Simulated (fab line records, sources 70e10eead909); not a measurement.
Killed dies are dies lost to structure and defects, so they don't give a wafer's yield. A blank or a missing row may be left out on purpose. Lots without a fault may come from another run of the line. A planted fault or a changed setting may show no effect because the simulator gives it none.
Chamber matching | flow nand_harc | NHARC_P_GATE_DESCUM_61 on rie_diel-07: 4 sister chambers
The step chemistry O2, time 3 s. 16 wafers are shown with their chamber, then 8 later ones without.

WAFERS WITH THEIR CHAMBER
wafer  | chamber | showerhead_plenum_p_Torr (Torr) | oes_product_au (a.u.) | o2_flow_sccm (sccm)
L193.2 | 1       | 1.95                            | 0.994                 | 200.0
L193.4 | 3       | 1.79                            | 0.986                 | 199.7
L193.5 | 2       | 1.97                            | 0.983                 | 200.8
L199.2 | 1       | 1.95                            | 1.002                 | 200.2
L199.4 | 0       | 1.80                            | 0.989                 | 199.6
L199.6 | 2       | 1.96                            | 0.982                 | 199.2
L207.2 | 1       | 1.95                            | 0.992                 | 199.4
L207.3 | 2       | 1.96                            | 0.979                 | 199.9
L207.5 | 0       | 1.79                            | 0.995                 | 201.3
L208.1 | 3       | 1.78                            | 0.996                 | 199.3
L208.5 | 3       | 1.78                            | 0.986                 | 199.7
L208.6 | 0       | 1.79                            | 1.003                 | 199.5
L209.1 | 1       | 1.95                            | 0.984                 | 200.8
L209.5 | 0       | 1.79                            | 0.986                 | 201.1
L209.6 | 1       | 1.95                            | 0.993                 | 200.7
L211.2 | 2       | 1.96                            | 0.986                 | 199.6

SIGNATURES (means of the wafers above)
reading                  | chamber 0 | chamber 1 | chamber 2 | chamber 3 | scatter within a chamber
showerhead_plenum_p_Torr | 1.7925    | 1.9500    | 1.9625    | 1.7833    | 0.00425
oes_product_au           | 0.99325   | 0.99300   | 0.98250   | 0.98933   | 0.00595
o2_flow_sccm             | 200.375   | 200.220   | 199.875   | 199.567   | 0.679
Rule: a wafer's distance from a chamber is the root of the sum, over the readings, of the square of ((its reading less the chamber's mean) divided by the reading's scatter). The wafer belongs to the nearest chamber; if the next one is less than 2 further off, it can't be placed. The scatter: the root of (the sum of the squares of (reading less its chamber's mean) over the shown wafers, divided by (wafers less chambers)).

WAFERS WITHOUT THEIR CHAMBER
wafer  | showerhead_plenum_p_Torr (Torr) | oes_product_au (a.u.) | o2_flow_sccm (sccm)
L211.4 | 1.95                            | 0.986                 | 200.1
L211.5 | 1.96                            | 0.983                 | 199.8
L213.1 | 1.96                            | 0.975                 | 200.8
L213.3 | 1.95                            | 1.001                 | 199.4
L213.6 | 1.78                            | 0.979                 | 200.2
L214.1 | 1.95                            | 0.991                 | 199.7
L214.2 | 1.79                            | 1.003                 | 201.2
L214.6 | 1.96                            | 0.970                 | 200.8

WHICH CHAMBER EACH WENT THROUGH
wafer  | from the rows above     | in truth
L211.4 | can't be placed: 1 or 2 | 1
L211.5 | 2                       | 2
L213.1 | can't be placed: 2 or 1 | 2
L213.3 | 1                       | 1
L213.6 | can't be placed: 3 or 0 | 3
L214.1 | 1                       | 1
L214.2 | can't be placed: 0 or 3 | 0
L214.6 | 2                       | 2
Placed correctly: 4 of 8. Can't be placed from these rows: 4 (the true chamber is among the candidates in 4). Placed wrongly: 0.
